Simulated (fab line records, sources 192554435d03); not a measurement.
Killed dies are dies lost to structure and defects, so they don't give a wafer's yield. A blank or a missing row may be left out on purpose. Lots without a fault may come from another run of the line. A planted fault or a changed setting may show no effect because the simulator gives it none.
A struck lot beside a sound one | flow n5_finfet | 36 steps out of a route of 1938
Sound: wafers L676.2, L676.3, L676.5. Struck: wafers L668.1, L668.2, L668.4. The cause comes at the end.
At each step with rows: each side's tool, then ch and its chambers, then its first start. Under that, the readings that differ: sound wafers | struck wafers | difference of the means | sigmas: that difference in standard deviations of wafers without a fault.
alike: readings whose means differ by less than 2 such deviations, and words and numbers that are the same on both sides. not compared: withheld readings, readings that some wafer has no value for, bounds like >300 that may hide the same value, and numbers for which the record gives no deviation and whose values overlap.
The two part at a step that has a row with sigmas, a row that says differs or no value, or rows on one side only. Numbers that don't overlap but have no deviation are shown without sigmas and don't part them. A reading that every wafer of one side lacks parts them only if that side has two wafers or more.

first, 9 steps without rows for these wafers: N5_BEOL_M4_ANNEAL_95 (time 240 s); N5_BEOL_M4_SPUTTER_96 (material Cu, target thk 4.5 nm, time 8.29 s); N5_BEOL_M4_ECD_50 (material Cu, target thk 300 nm); N5_BEOL_M4_ANNEAL_51 (time 90 s); N5_BEOL_M4_CMP_52 (polishes, stops on SiOC, t overpolish 6.8 s, target thk 40 nm); N5_BEOL_M4_PRE_CLEAN_60 (time 15 s); N5_BEOL_M4_CO_CAP_55 (material Co, precursor CCTBA/H2, target thk 2 nm, time 102.1 s); N5_BEOL_M4_PRE_CLEAN_56 (time 15 s); N5_BEOL_M4_DEP_57 (deposits SiCN from 3MS/NH3, target thk 8 nm, time 14 s).
N5_BEOL_M4_RC_MEAS_101:
  sound on prober-01 ch 0, day 13 15:58; struck on prober-01 ch 0, day 11 04:12
  reading       | sound          | struck         | difference | sigmas
  DIBL_P (mV/V) | 39.2 39.1 40.8 | 35.1 35.7 34.0 | -4.8       | -3
  SS_P (mV/dec) | 74.1 73.5 74.4 | 72.8 72.9 72.6 | -1.2       | -2
  alike: DIBL_N, IOFF_N, IOFF_P, ION_N, ION_P, SS_N, VT_N, VT_P
then, 24 steps without rows for these wafers: N5_BEOL_M5_ILD_DEP_00 (deposits SiCOH lowk from DEMS/porogen, target thk 140.64 nm, time 25.9 s); N5_BEOL_M5_CURE_79 (cures SiCOH lowk, time 240 s); N5_BEOL_M5_PECVD_70 (deposits SiO2 from TEOS/O2, target thk 16 nm, time 18 s); N5_BEOL_M5_HM_DEP_02 (deposits TiN, target thk 20 nm); N5_BEOL_M5_COAT_59 (time 60 s, resist thk 60 nm); N5_BEOL_M5_COAT_60 (time 60 s, resist thk 12 nm); N5_BEOL_M5_COAT_71 (time 60 s, resist thk 5 nm); N5_BEOL_M5_COAT_05 (resist thk 30 nm); N5_BEOL_M5_EBR_07; N5_BEOL_M5_SOFTBAKE_06 (time 60 s); N5_BEOL_M5_EXPOSE_08 (exposes mask M5, target cd 28 nm); N5_BEOL_M5_PEB_09 (peb time 60 s); N5_BEOL_M5_DEVELOP_10 (develop time 30 s); N5_BEOL_M5_DESCUM_16 (chemistry O2, time 7 s); N5_BEOL_M5_ETCH_72 (etches underlayer in N2/H2, target depth 6.5 nm, time 5.2 s); N5_BEOL_M5_ETCH_61 (etches SiARC in CF4, target depth 15.6 nm, time 26 s); N5_BEOL_M5_ETCH_62 (etches SOC in N2/H2, target depth 75 nm, overetch 15 nm, time 112.5 s); N5_BEOL_M5_STRIP_63 (strips in N2/H2); N5_BEOL_M5_STRIP_73 (strips in N2/H2); N5_BEOL_M5_STRIP_64 (strips in CF4); N5_BEOL_M5_HM_OPEN_17 (chemistry Cl2/BCl3, target TiN, target depth 20 nm, overetch 6 nm); N5_BEOL_M5_STRIP_19 (strips in O2); N5_BEOL_M5_COAT_65 (time 60 s, resist thk 60 nm); N5_BEOL_M5_COAT_66 (time 60 s, resist thk 12 nm).
N5_BEOL_M6_PECVD_70: deposits SiO2 from TEOS/O2, target thk 20 nm, time 22.7 s.
  sound on pecvd-02 ch 1,2, day 14 06:12; struck on pecvd-02 ch 0,1, day 11 19:59
  no value came back on the struck wafers for any of 5 readings (chamber_pressure_Torr (Torr), heater_power_outer_w (W) and others); on the sound wafers chamber_pressure_Torr (Torr) reads 5.505 5.491 5.510
-- the record jumps here: 3 days lie between the struck wafers' starts before and after (it left off in module BEOL_M6 and takes up again in module PASSIVATION, whose first step shown is number 1936 of the route) --
N5_PASSIVATION_PROBE_49:
  sound on prober-02, day 18 06:20; struck on prober-02, day 15 06:44
  reading                  | sound          | struck         | difference | sigmas
  defect_limited_yield (%) | 92.8 89.7 91.5 | 61.9 62.0 64.7 | -28.5      | -20
  killed_at_M4_up          | 12 23 17       | 358 329 346    | +327       | +65
  killed_dies              | 85 121 100     | 449 448 417    | +336       | +21
  killed_on_rim            | 14 26 11       | 19 86 11       | +22        | +5
  sort_bin_5_function (%)  | 5.1 6.5 4.5    | 34.7 34.1 33.1 | +28.6      | +29
  sort_n_pass              | 1095 1059 1080 | 731 732 763    | -336       | -21
  sort_yield_pct (%)       | 92.8 89.7 91.5 | 61.9 62.0 64.7 | -28.5      | -20
  alike: killed_at_M0_to_M3, killed_at_contacts, killed_at_front_end, killed_at_other, killed_open, killed_short, sort_bin_6_memory

WHERE THEY PART
First at N5_BEOL_M4_RC_MEAS_101; last, within this record, at N5_PASSIVATION_PROBE_49.

WHY: what the simulator had put in
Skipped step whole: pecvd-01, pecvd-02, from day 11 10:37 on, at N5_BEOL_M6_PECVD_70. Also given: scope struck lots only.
